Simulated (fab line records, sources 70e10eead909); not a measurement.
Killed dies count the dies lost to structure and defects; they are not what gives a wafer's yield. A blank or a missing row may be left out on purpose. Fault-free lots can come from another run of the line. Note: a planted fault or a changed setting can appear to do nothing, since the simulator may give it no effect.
Comparing a struck lot with a sound one / flow nand-harc / 24 out of 1159 route steps
Sound: wafers L480.2, L480.4, L480.5. Wafers struck: L486.2, L486.3, L486.4. The cause comes at the end.
For every step that has rows: the tool of each side, followed by ch and its chambers, followed by its first start. Under that, the readings that differ: sound wafers / struck wafers / difference of the means / sigmas: that difference in standard deviations of wafers without a fault.
alike: readings whose means differ by less than 2 such deviations, and words and numbers that are the same on both sides. not compared: withheld readings, readings that some wafer has no value for, bounds like >300 that may hide the same value, and numbers for which the record gives no deviation and whose values overlap.
The two part at a step that has a row with sigmas, a row that says differs or no value, or rows on one side only. Non-overlapping numbers with no deviation appear without sigmas and do not part them. A reading that every wafer of one side lacks parts them only if that side has two wafers or more.

first, 1 step without rows for these wafers: NHARC_P_M1_SRD_25.
NHARC_P_M1_INSPECT_27:
  sound on defect-inspect-02, day 7 17:24; struck on defect-inspect-02, day 9 10:47
  alike: raw-defect-count
NHARC_P_M1_PRE_CLEAN_32: time 12 s.
  sound on pecvd-04 ch 0,1, day 7 17:29; struck on pecvd-03 ch 0,1,2, day 9 10:51
  alike: heater-power-w
NHARC_P_M1_DEP_33: deposits SiCN, target thk 30 nm.
  sound on pecvd-04 ch 0,1, day 7 17:38; struck on pecvd-03 ch 0,1,2, day 9 10:56
  alike: heater-power-w
then, 7 steps without rows for these wafers: NHARC_P_M2_DEP_00 (deposits SiOC, target thk 182.5 nm); NHARC_P_M2_DEHYDRATE_01 (time 120 s); NHARC_P_M2_HMDS_02 (time 30 s); NHARC_P_M2_COAT_34 (time 65 s); NHARC_P_M2_COAT_03 (resist thk 90 nm); NHARC_P_M2_SOFTBAKE_04 (time 55 s); NHARC_P_M2_EBR_05.
NHARC_P_M2_EXPOSE_06: exposes mask P M2, target cd 170 nm.
  sound on arfi-scanner-01 ch 0, day 7 18:38; struck on arfi-scanner-01 ch 0, day 9 11:56
reading=exposure-dose-mJ-cm2; sound=80.74 80.75 80.86; struck=55.76 55.76 55.69; difference=-25.05; sigmas=-99 or more
  alike: mask, stage-vel-mm-s
then, 2 steps without rows for these wafers: NHARC_P_M2_PEB_07 (peb time 65 s); NHARC_P_M2_DEVELOP_08 (develop time 35 s).
NHARC_P_M2_CD_MEAS_09: the cd target is 170 nm.
  sound on cd-sem-03 ch 0, day 7 18:46; struck on cd-sem-03 ch 0, day 9 12:04
reading=cd-nm (nm); sound=170.0 170.8 171.9; struck=148.2 149.5 147.8; difference=-22.4; sigmas=-28
NHARC_P_M2_OVL_MEAS_10: pitch 340 nm.
  sound on overlay-01, day 7 18:51; struck on overlay-02, day 9 12:10
  alike: overlay-x-nm, overlay-y-nm
NHARC_P_M2_INSPECT_11:
  sound on defect-inspect-02, day 7 18:53; struck on defect-inspect-02, day 9 12:11
  alike: raw-defect-count
NHARC_P_M2_DESCUM_14: chemistry O2, time 3 s.
  sound on rie-diel-06 ch 0,2,3, day 7 18:57; struck on rie-diel-04 ch 1,2,3, day 9 12:15
reading=oes-product-au (a.u.); sound=0.982 0.976 0.993; struck=1.009 1.009 0.993; difference=+0.020; sigmas=+2
reading=model.P_M2.cd-nm (nm); sound=169.5 170.7 172.4; struck=147.8 149.3 147.3; difference=-22.7; sigmas=
  alike: drypump-motor-current-A, rf-vpp-V, showerhead-plenum-p-Torr, throttle-valve-pct
  not compared: rf-hours-counter-h
NHARC_P_M2_ETCH_35: etches the open film in N2/H2, target depth 40 nm, overetch 12 nm, time 43.94 s.
  sound on rie-diel-06 ch 1,3, day 7 19:02; struck on rie-diel-04 ch 0,1,2, day 9 12:20
  alike: drypump-motor-current-A, oes-product-au, rf-vpp-V, showerhead-plenum-p-Torr, throttle-valve-pct
  not compared: rf-hours-counter-h
NHARC_P_M2_ETCH_15: etches the open film in C4F8/Ar, target depth 182.5 nm, time 91.2 s.
  sound: rie-diel-06 ch 0,2,3; struck: rie-diel-04 ch 0,1,2
  alike: oes-product-au, rf-vpp-V
  not compared: rf-hours-counter-h
NHARC_P_M2_CD_MEAS_16:
  sound on cd-sem-03, day 7 19:15; struck on cd-sem-02, day 9 12:34
reading=cd-nm (nm); sound=168.8 170.5 172.6; struck=148.6 148.4 147.4; difference=-22.5; sigmas=-20
NHARC_P_M2_STRIP_18: strips in N2/H2.
  sound on rie-diel-07 ch 1,2, day 7 19:22; struck on rie-diel-06 ch 0,2,3, day 9 12:38
reading=oes-product-au (a.u.); sound=1.006 1.025 1.027; struck=1.003 1.000 0.992; difference=-0.021; sigmas=-2
  alike: drypump-motor-current-A, rf-vpp-V, showerhead-plenum-p-Torr, throttle-valve-pct
  not compared: rf-hours-counter-h
NHARC_P_M2_ETCH_28: etches the open film in CF4/N2, target depth 30 nm, time 72.99 s.
  sound: rie-diel-07 ch 1,2; struck: rie-diel-06 ch 0,1,3
reading=oes-product-au (a.u.); sound=1.017 1.015 1.020; struck=0.994 1.003 1.001; difference=-0.018; sigmas=-2
reading=model.P_M2.cd-nm (nm); sound=168 169.8 172.1; struck=148.3 147 147.4; difference=-22.4; sigmas=
  alike: drypump-motor-current-A, rf-vpp-V, showerhead-plenum-p-Torr, throttle-valve-pct
  not compared: rf-hours-counter-h
then, 1 step without rows for these wafers: NHARC_P_M2_STRIP_19 (strips in post etch residue remover, time 600 s).

WHERE THEY PART
Last at NHARC_P_M2_ETCH_28 as far as this record goes, first at NHARC_P_M2_EXPOSE_06.

WHY: what had been put in by the simulator
Process parameter drift: arfi-scanner-01, from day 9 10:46 on, at NHARC_P_M2_EXPOSE_06. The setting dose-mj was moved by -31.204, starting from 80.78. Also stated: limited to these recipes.
